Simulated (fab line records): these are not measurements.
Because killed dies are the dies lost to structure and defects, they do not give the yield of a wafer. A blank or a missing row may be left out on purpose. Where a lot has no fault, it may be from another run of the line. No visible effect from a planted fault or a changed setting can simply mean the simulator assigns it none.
fab line records	flow nandHarc
[record] lots = 5	wafers = 15	lastDay = 32
route steps=1302 shown A_STAIRCASE@693 END@1302
lots untouched by any fault: they come from a run of this same line in which no faults occurred
startH: hours from the record's opening day to when the first of the lot's shown wafers began	waitH: hours since the lot's step before	" same as the row above	L1.1+2: a row that stands for several wafers	- no value, or no start given	* or withheld: withheld	< > ~ a bound
route shown NAME@n: a module of which the file shows steps, and the number in the route of the first	usual: mean/standard deviation of fault-free wafers	same: alike in all rows	chamber/n: place in a boat	sites: each site's reading	_std_site: the values' standard deviation	_edge_site: inner sites' mean taken away from outer sites' mean	radiusMm: how far each site lies from the wafer's centre	mask NAME#n: copy n	behind: tool/chamber where the wafer was last shaped	hold: cause of the lot's hold/its duration in hours/its outcome	device: transistor that didn't switch, given as n, p or np	end of line: tests of these same wafers at the route's end	where a step has no rows: the recipe by itself	killed: the dies lost at the first sort to structure and to defects; this is not the yield of the wafer	map: shows each die of a wafer: x if killed, . if not, _ if none is there
set.NAME: the setting that was run; set.NAME@STEP: the one run at that earlier step	model.NAME: the simulator's own value behind a step, which no gauge read
lots seen at some steps along the route; tables by step, rows by wafer
services: the hour from which a tool's chamber was out of use, counted from the record's first day as startH (under 0 if before that day), plus the number of hours and why
[[steps]]
[step NHARC_A_STAIRCASE_SOFTBAKE_179]
[recipe] tempC = 135	timeS = 170
[step NHARC_A_STAIRCASE_EBR_180]
[step NHARC_A_STAIRCASE_EXPOSE_181]
[recipe] na = 0.5	doseMj = 27.87	maskId = STAIR_2
[step NHARC_A_STAIRCASE_PEB_182]
[recipe] pebTempC = 115	pebTimeS = 130
[step NHARC_A_STAIRCASE_DEVELOP_183]
[recipe] timeS = 140
[step NHARC_A_STAIRCASE_HARDBAKE_185]
[recipe] tempC = 120	timeS = 140
[step NHARC_A_STAIRCASE_DESCUM_186]
[recipe] timeS = 3	o2FlowSccm = 200	arFlowSccm = 0	biasPowerW = 0	chemistry = O2
[step NHARC_A_STAIRCASE_TRIM_187]
[recipe] timeS = 211.2	o2FlowSccm = 500	arFlowSccm = 0	biasW = 0	chemistry = O2
[usual] chamberPressureMTorr = 60.01/0.061	drypumpMotorCurrentA = 5.7/0.39	mfcArSccm = 0.006/0.0098	o2FlowSccm = 500.0/1.4	oesProductAu = 1.003/0.016	rfVppV = 57.8/0.84	runLengthS = 232.6/0.49	showerheadPlenumPTorr = 3.53/0.16	throttleValvePct = 17.037/0.01
[same] timeS = 211.2
lot.wafer	tool	chamber	startH	waitH	chamberPressureMTorr	drypumpMotorCurrentA	mfcArSccm	o2FlowSccm	oesProductAu	rfHoursCounterH	rfVppV	runLengthS	showerheadPlenumPTorr	throttleValvePct
L547.3	rieDiel-02	3	376.14	0.1	60.03	5.3	0	499.1	0.993	43	57.5	232.6	3.75	17.049
L547.1	"	0	"	"	59.97	5.6	0	498.0	1.010	45	57.8	233.0	3.34	17.026
L547.4	"	1	"	"	60.02	5.3	0	503.1	1.022	44	58.6	232.8	3.61	17.041
L556.3	rieDiel-02	1	469.32	0.1	60.00	5.4	0	501.0	1.008	21	58.6	232.2	3.60	17.057
L556.4	"	3	"	"	59.98	5.2	0	500.5	0.978	17	58.7	233.2	3.74	17.031
L556.2	"	0	"	"	59.99	5.6	0	501.9	0.994	20	57.1	232.6	3.33	17.025
L560.1	rieDiel-13	1	503.60	0.1	60.15	6.1	0	500.6	0.999	47	57.8	233.2	3.72	17.045
L560.2	"	2	"	"	60.00	5.5	0	499.8	1.009	54	58.9	232.3	3.71	17.035
L560.6	"	3	"	"	60.06	5.2	0.025	498.7	1.052	-	57.0	231.7	3.65	17.035
L563.3	rieDiel-13	0	544.40	0.1	59.98	6.3	0	500.7	1.016	7	56.8	233.1	3.29	17.030
L563.2	"	1	"	"	59.93	6.2	0	498.2	1.032	7	59.4	233.1	3.71	17.034
L563.4	"	2	"	"	59.99	5.4	0	500.0	1.010	5	57.7	232.0	3.70	17.042
L565.4	rieDiel-02	0	555.59	0.1	60.03	5.6	0	500.9	0.990	48	57.3	232.9	3.31	17.038
L565.1	"	1	"	"	60.02	5.4	0	500.3	1.012	52	57.7	232.4	3.58	17.035
L565.3	"	3	"	"	60.06	5.2	0	499.7	0.988	49	59.6	232.4	3.72	17.037
[step NHARC_A_STAIRCASE_ETCH_188]
[recipe] targetDepthA = 1000	timeS = 40.5	ionEnergyEv = 400	c4f8FlowSccm = 20	o2FlowSccm = 10	arFlowSccm = withheld	rfW = 600	biasW = 1000	chemistry = C4F8/O2
[usual] chamberPressureMTorr = 25.000/0.023	oesProductAu = 0.942/0.016	rfVppV = 896/6.1
[same] timeS = 40.5
lot.wafer	tool	chamber	startH	waitH	chamberPressureMTorr	oesProductAu	rfHoursCounterH	rfVppV
L547.3	rieDiel-02	2	-	-	25.009	0.950	47	891
L547.4	"	0	"	"	24.994	0.924	45	889
L547.1	"	1	"	"	24.978	0.940	44	899
L556.4	rieDiel-02	2	-	-	25.000	0.951	18	889
L556.3	"	3	"	"	24.984	0.937	17	904
L556.2	"	0	"	"	25.028	0.947	20	890
L560.2	rieDiel-13	2	-	-	25.041	0.942	54	902
L560.1	"	3	"	"	24.996	0.978	42	900
L560.6	"	3	"	"	25.034	0.978	-	901
L563.3	rieDiel-13	1	-	-	25.011	0.965	7	902
L563.2	"	2	"	"	24.999	0.958	5	901
L563.4	"	3	"	"	25.001	0.969	6	900
L565.4	rieDiel-02	1	-	-	25.003	0.956	52	897
L565.3	"	2	"	"	24.985	0.945	53	889
L565.1	"	3	"	"	25.021	0.933	49	904
[step NHARC_A_STAIRCASE_TRIM_189]
[recipe] timeS = 211.2	o2FlowSccm = 500	arFlowSccm = 0	biasW = 0	chemistry = O2
[usual] chamberPressureMTorr = 60.01/0.051	drypumpMotorCurrentA = 5.7/0.38	mfcArSccm = 0.004/0.0091	o2FlowSccm = 500.4/1.5	oesProductAu = 1.000/0.015	rfVppV = 57.8/0.9	runLengthS = 232.6/0.47	showerheadPlenumPTorr = 3.54/0.17	throttleValvePct = 17.038/0.0094
[same] timeS = 211.2
lot.wafer	tool	chamber	startH	waitH	chamberPressureMTorr	drypumpMotorCurrentA	mfcArSccm	o2FlowSccm	oesProductAu	rfHoursCounterH	rfVppV	runLengthS	showerheadPlenumPTorr	throttleValvePct
L547.4	rieDiel-02	3	-	-	60.05	5.3	0	500.1	0.987	43	58.6	232.5	3.75	17.032
L547.3	"	0	"	"	60.04	5.6	0	498.5	1.016	45	57.7	232.6	3.34	17.048
L547.1	"	2	"	"	59.98	6.0	0	502.7	1.033	47	58.1	232.1	3.37	17.036
L556.2	rieDiel-02	2	-	-	59.94	6.0	0	497.3	1.004	18	57.7	232.4	3.36	17.032
L556.4	"	3	"	"	60.02	5.3	0	501.3	0.998	17	58.9	232.9	3.74	17.039
L556.3	"	0	"	"	59.93	5.7	0	499.7	0.993	20	57.9	232.9	3.33	17.055
L560.2	rieDiel-13	3	-	-	59.94	5.2	0.025	501.0	1.039	42	58.6	231.7	3.65	17.031
L560.1	"	2	"	"	60.11	5.5	0	498.8	1.000	54	58.4	232.2	3.71	17.042
L560.6	"	3	"	"	60.04	5.2	0.025	501.1	1.028	-	58.8	231.4	3.65	17.032
L563.2	rieDiel-13	2	-	-	60.08	5.5	0	499.7	0.992	5	57.4	232.1	3.70	17.052
L563.4	"	0	"	"	59.99	6.3	0	500.1	1.007	7	56.2	232.9	3.29	17.033
L563.3	"	1	"	"	60.03	6.2	0	499.7	1.019	7	57.4	233.0	3.71	17.043
L565.3	rieDiel-02	3	-	-	60.03	5.3	0	501.7	0.993	49	56.4	232.7	3.72	17.036
L565.4	"	1	"	"	59.96	5.4	0	497.4	1.018	52	59.3	232.4	3.58	17.051
L565.1	"	2	"	"	59.92	6.0	0	501.7	0.994	53	57.6	232.2	3.34	17.027
[step NHARC_A_STAIRCASE_ETCH_190]
[recipe] targetDepthA = 1000	timeS = 40.5	ionEnergyEv = 400	c4f8FlowSccm = 20	o2FlowSccm = 10	arFlowSccm = withheld	rfW = 600	biasW = 1000	chemistry = C4F8/O2
[usual] chamberPressureMTorr = 25.000/0.02	oesProductAu = 0.943/0.016	rfVppV = 896/6
[same] timeS = 40.5
lot.wafer	tool	chamber	startH	waitH	chamberPressureMTorr	oesProductAu	rfHoursCounterH	rfVppV
L547.1	rieDiel-02	2	-	-	25.044	0.977	47	889
L547.3	"	3	"	"	24.996	0.936	43	903
L547.4	"	0	"	"	24.994	0.954	45	887
L556.4	rieDiel-02	2	-	-	25.002	0.945	18	888
L556.2	"	3	"	"	25.012	0.938	17	902
L556.3	"	0	"	"	25.023	0.950	20	887
L560.2	rieDiel-13	3	-	-	25.036	0.978	42	900
L560.1	"	1	"	"	24.992	0.953	48	903
L560.6	"	2	"	"	24.990	0.947	-	902
L563.4	rieDiel-13	3	-	-	25.011	0.954	6	902
L563.3	"	0	"	"	25.001	0.961	7	886
L563.2	"	1	"	"	25.009	0.965	7	902
L565.1	rieDiel-02	3	-	-	24.987	0.922	49	903
L565.3	"	1	"	"	24.962	0.969	52	899
L565.4	"	2	"	"	25.016	0.936	53	889
[step NHARC_A_STAIRCASE_TRIM_191]
[recipe] timeS = 211.2	o2FlowSccm = 500	arFlowSccm = 0	biasW = 0	chemistry = O2
[usual] chamberPressureMTorr = 59.99/0.055	drypumpMotorCurrentA = 5.7/0.39	mfcArSccm = 0.005/0.0092	o2FlowSccm = 500.0/1.4	oesProductAu = 1.002/0.015	rfVppV = 57.9/0.88	runLengthS = 232.6/0.47	showerheadPlenumPTorr = 3.53/0.16	throttleValvePct = 17.037/0.0088
lot.wafer	tool	chamber	startH	waitH	chamberPressureMTorr	drypumpMotorCurrentA	mfcArSccm	o2FlowSccm	oesProductAu	rfHoursCounterH	rfVppV	runLengthS	showerheadPlenumPTorr	throttleValvePct
L547.4	rieDiel-02	0	376.60	-	60.01	5.6	0	503.2	1.015	45	59.1	232.8	3.34	17.039
L547.1	"	1	"	"	59.99	5.4	0	499.5	1.027	44	59.1	232.4	3.61	17.040
L547.3	"	2	"	"	59.97	6.0	0	498.8	1.033	47	57.2	232.6	3.37	17.029
L556.3	rieDiel-02	1	469.78	-	59.89	5.4	0	499.2	1.021	21	57.0	232.6	3.60	17.036
L556.4	"	2	"	"	59.98	5.9	0	498.0	1.006	18	58.1	232.5	3.36	17.037
L556.2	"	3	"	"	60.01	5.3	0	497.7	0.997	17	58.4	225.5	3.74	17.041
L560.1	rieDiel-13	2	504.14	-	60.04	5.5	0	499.4	1.011	54	59.0	232.0	3.71	17.041
L560.2	"	1	"	"	60.04	6.2	0	501.5	1.005	48	58.7	233.5	3.72	17.034
L560.6	"	2	"	"	59.95	5.5	0	501.3	1.008	-	58.5	232.7	3.71	17.042
L563.3	rieDiel-13	3	544.87	-	59.95	5.2	0.025	498.7	1.018	6	59.5	231.9	3.65	17.030
L563.2	"	0	"	"	59.91	6.3	0	501.0	1.022	7	57.0	233.0	3.29	17.030
L563.4	"	1	"	"	60.10	6.2	0	500.2	1.011	7	58.9	233.3	3.71	17.027
L565.1	rieDiel-02	0	556.06	-	59.99	5.6	0	500.2	0.994	48	57.4	233.1	3.31	17.034
L565.4	"	1	"	"	59.91	5.3	0	500.9	1.024	52	58.3	232.5	3.58	17.030
L565.3	"	3	"	"	60.03	5.2	0	499.9	0.977	49	59.2	232.5	3.72	17.041
[step NHARC_A_STAIRCASE_ETCH_192]
[recipe] targetDepthA = 1000	timeS = 40.5	ionEnergyEv = 400	c4f8FlowSccm = 20	o2FlowSccm = 10	arFlowSccm = withheld	rfW = 600	biasW = 1000	chemistry = C4F8/O2
[usual] chamberPressureMTorr = 25.002/0.024	oesProductAu = 0.941/0.015	rfVppV = 896/6.1
[same] timeS = 40.5
lot.wafer	tool	chamber	startH	waitH	chamberPressureMTorr	oesProductAu	rfHoursCounterH	rfVppV
L547.1	rieDiel-02	0	-	-	25.023	0.951	45	889
L547.4	"	1	"	"	25.019	0.953	44	898
L547.3	"	3	"	"	25.020	0.936	43	903
L556.2	rieDiel-02	3	-	-	24.978	0.941	17	905
L556.4	"	1	"	"	24.978	0.954	22	899
L556.3	"	2	"	"	25.005	0.930	18	888
L560.1	rieDiel-13	1	-	-	24.987	0.946	48	904
L560.2	"	2	"	"	25.014	0.938	55	903
L560.6	"	3	"	"	25.038	0.973	-	900
L563.2	rieDiel-13	3	-	-	24.990	0.949	6	900
L563.3	"	0	"	"	25.016	0.962	8	886
L563.4	"	1	"	"	25.001	0.967	7	902
L565.4	rieDiel-02	2	-	-	24.975	0.931	53	889
L565.1	"	3	"	"	25.006	0.935	49	904
L565.3	"	1	"	"	25.003	0.962	52	898
[step NHARC_END_SORT_01]
[recipe] tempC = 25
[usual] killedAtArray = 58/19	killedAtOther = 1.1/1.2	killedAtPeriphery = 3.8/2.4	killedDies = 63/18	killedOpen = 3.3/1.8	killedShort = 2.2/1.6
[same] grossDies = 677
lot.wafer	tool	chamber	startH	waitH	killedAtArray	killedAtOther	killedAtPeriphery	killedDies	killedOpen	killedShort
L565.1	prober-02	0	748.04	2.5	49	2	4	55	1	1
L565.3	prober-02	0	749.64	3.1	78	0	5	83	4	5
L565.4	prober-02	0	750.44	3.4	72	2	4	78	2	0
// killed by level:class
L565.1 A_SLIT:chamberFilmFlake=33 A_CHANNEL_HOLE_D1:chamberFilmFlake=7 P_STI:chamberFilmFlake=3 A_WL_FILL:chamberFilmFlake=3 A_CONTACT:chamberFilmFlake=3 THIN_TSV:chamberFilmFlake=2 P_M0:geometricParticle:open=1 A_CHANNEL_HOLE_D1:geometricParticle:short=1
L565.3 A_SLIT:chamberFilmFlake=37 A_CHANNEL_HOLE_D1:chamberFilmFlake=15 A_STAIRCASE:chamberFilmFlake=7 A_CONTACT:chamberFilmFlake=6 A_ONON_D2:geometricParticle:open=3 P_STI:chamberFilmFlake=3 A_ONON_D1:geometricParticle:short=2 A_CHANNEL_FILL_D1:chamberFilmFlake=2
L565.4 A_SLIT:chamberFilmFlake=35 A_CHANNEL_HOLE_D1:chamberFilmFlake=17 A_CONTACT:chamberFilmFlake=6 A_STAIRCASE:chamberFilmFlake=5 A_DECK1_JOINT:chamberFilmFlake=3 A_CHANNEL_HOLE_D2:chamberFilmFlake=2 HYBRID_BOND:latent=2 P_CONTACT:geometricParticle:open=1
[[services]]
tool	chamber	startH	hours	kind
rieDiel-02	0	375.52	-	clean
rieDiel-02	1	375.52	-	clean
rieDiel-02	2	375.52	-	clean
rieDiel-02	3	375.52	-	clean
rieDiel-13	1	378.30	5.1	repair
rieDiel-13	3	391.08	21.6	repair
rieDiel-02	-	393.92	9.0	pm
rieDiel-02	0	393.92	9.0	ventCycle
rieDiel-02	1	393.92	9.0	ventCycle
rieDiel-02	2	393.92	9.0	ventCycle
rieDiel-02	3	393.92	9.0	ventCycle
rieDiel-02	0	402.92	-	clean
rieDiel-02	1	402.92	-	clean
rieDiel-02	2	402.92	-	clean
rieDiel-02	3	402.92	-	clean
rieDiel-02	0	427.42	-	clean
rieDiel-02	1	427.42	-	clean
rieDiel-02	2	427.42	-	clean
rieDiel-02	3	427.42	-	clean
rieDiel-02	0	452.17	-	clean
rieDiel-02	1	452.17	-	clean
rieDiel-13	1	492.24	6.6	repair
rieDiel-13	0	495.00	16.7	repair
rieDiel-13	-	519.06	9.0	pm
[[key]]
[firstSign] step = NHARC_A_STAIRCASE_TRIM_191	reading = runLengthS	direction = down	sigmas = 15	usual = *	struck = *
effect none on later readings
metAt NHARC_A_STAIRCASE_TRIM_191
struckWafers L556.2
testerLeftOut L556
[fault] kind = processParameterDrift	tool = rieDiel-02	chamber = 3	onsetH = 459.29	steps = NHARC_A_STAIRCASE_TRIM_191	channel = timeS	offset = *	shape = step	endH = 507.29	actsIn = *	stated = *
// testerLeftOut: of these lots the tester's yield and bins aren't shown, on N5 and GAA mostly nor the transistor test; their killed dies are dies lost to structure and defects alone, not to doping, threshold or leakage, so they don't give the yield
